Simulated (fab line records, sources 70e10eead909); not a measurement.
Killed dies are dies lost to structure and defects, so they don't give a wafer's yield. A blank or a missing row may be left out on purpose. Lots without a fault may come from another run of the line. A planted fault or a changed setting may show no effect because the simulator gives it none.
Which tool did it? | flow nand_harc | 12 lots, 36 wafers sampled, at 4 steps of a route of 1159

WHAT THE GAUGES READ, wafer by wafer
NHARC_A_BLC_OVL_MEAS_11.
lot  | measured     | on         | overlay_x_nm (nm)
L074 | day 17 16:32 | overlay-02 | 0.1 0.3 0.2
L079 | day 17 21:09 | overlay-02 | -0.2 -0.6 0.0
L077 | day 18 06:10 | overlay-01 | -0.7 -0.8 -0.4
L082 | day 18 18:13 | overlay-01 | 0.3 -0.5 -0.9
L083 | day 19 13:43 | overlay-02 | -0.4 0.0 -0.4
L085 | day 20 03:00 | overlay-02 | -0.3 0.3 -0.2
L087 | day 20 04:22 | overlay-02 | -0.3 -0.1 -0.5
L089 | day 20 16:13 | overlay-02 | 0.4 0.1 0.0
L091 | day 21 17:01 | overlay-01 | 0.5 0.6 0.8
L093 | day 21 18:31 | overlay-02 | 1.3 1.6 1.2
L095 | day 22 10:37 | overlay-01 | 1.0 1.1 0.8
L096 | day 23 00:02 | overlay-02 | 0.6 0.4 0.1

WHICH TOOL RAN EACH LOT (tool, then ch and the chambers of the sampled wafers, then the start)
lot  | NHARC_A_CONTACT_ETCH_132             | NHARC_A_CONTACT_ETCH_136             | NHARC_A_CONTACT_ETCH_137
L074 | har_cap_etch-03 ch 0,1, day 16 22:12 | har_cap_etch-02 ch 0,1, day 17 03:53 | har_cap_etch-02 ch 0,1, day 17 04:01
L079 | har_cap_etch-02 ch 0,1, day 17 10:12 | har_cap_etch-02 ch 0,1, day 17 17:02 | har_cap_etch-02 ch 0,1, day 17 17:10
L077 | har_cap_etch-02 ch 0,1, day 17 19:46 | har_cap_etch-02 ch 0,1, day 18 02:02 | har_cap_etch-02 ch 0,1, day 18 02:10
L082 | har_cap_etch-02 ch 0,1, day 18 06:36 | har_cap_etch-02 ch 0,1, day 18 14:13 | har_cap_etch-02 ch 0,1, day 18 14:20
L083 | har_cap_etch-01 ch 0,1, day 19 02:26 | har_cap_etch-02 ch 0,1, day 19 09:27 | har_cap_etch-02 ch 0,1, day 19 09:34
L085 | har_cap_etch-02 ch 1, day 19 13:02   | har_cap_etch-01 ch 0,1, day 19 19:00 | har_cap_etch-01 ch 0,1, day 19 19:07
L087 | har_cap_etch-02 ch 0,1, day 19 18:12 | har_cap_etch-03 ch 0,1, day 20 00:07 | har_cap_etch-03 ch 0,1, day 20 00:14
L089 | har_cap_etch-02 ch 0, day 20 06:14   | har_cap_etch-01 ch 0,1, day 20 12:02 | har_cap_etch-01 ch 0,1, day 20 12:09
L091 | har_cap_etch-03 ch 0,1, day 20 20:14 | har_cap_etch-01 ch 0,1, day 21 06:48 | har_cap_etch-01 ch 0,1, day 21 06:55
L093 | har_cap_etch-03 ch 0,1, day 21 06:35 | har_cap_etch-01 ch 0,1, day 21 14:25 | har_cap_etch-01 ch 0,1, day 21 14:32
L095 | har_cap_etch-01 ch 0,1, day 22 00:40 | har_cap_etch-03 ch 0,1, day 22 06:00 | har_cap_etch-03 ch 0,1, day 22 06:07
L096 | har_cap_etch-02 ch 0,1, day 22 14:22 | har_cap_etch-02 ch 0,1, day 22 19:42 | har_cap_etch-02 ch 0,1, day 22 19:50
- NHARC_A_CONTACT_ETCH_132: etches the open film in C4F8/O2/Ar, time 156 s, target depth 958 nm.
- NHARC_A_CONTACT_ETCH_136: etches the open film in C4F8/O2/Ar, time 132 s, target depth 1287 nm.
- NHARC_A_CONTACT_ETCH_137: etches the open film in C4F8/O2/Ar, time 132 s, target depth 1287 nm.

THE ANSWER, worked out from the rows above alone
Rule: what is usual is taken from the lots themselves. Put in order of their means at a reading, lots are off if they are a third of the lots or fewer, leave a main group of 4 or more, and stand apart from it by a gap of 3 or more times the standard deviation of the main group's means; of several such gaps the widest counts. A main group whose means are all the same, to the digits that the tables above print for the reading, isn't used. A lot without any number at a reading at which 4 lots or more have one is off too. The other lots that the step has rows for count as sound.
No lot is off at any reading shown: from this, nothing can be told.

WHAT THE SIMULATOR HAD PUT IN
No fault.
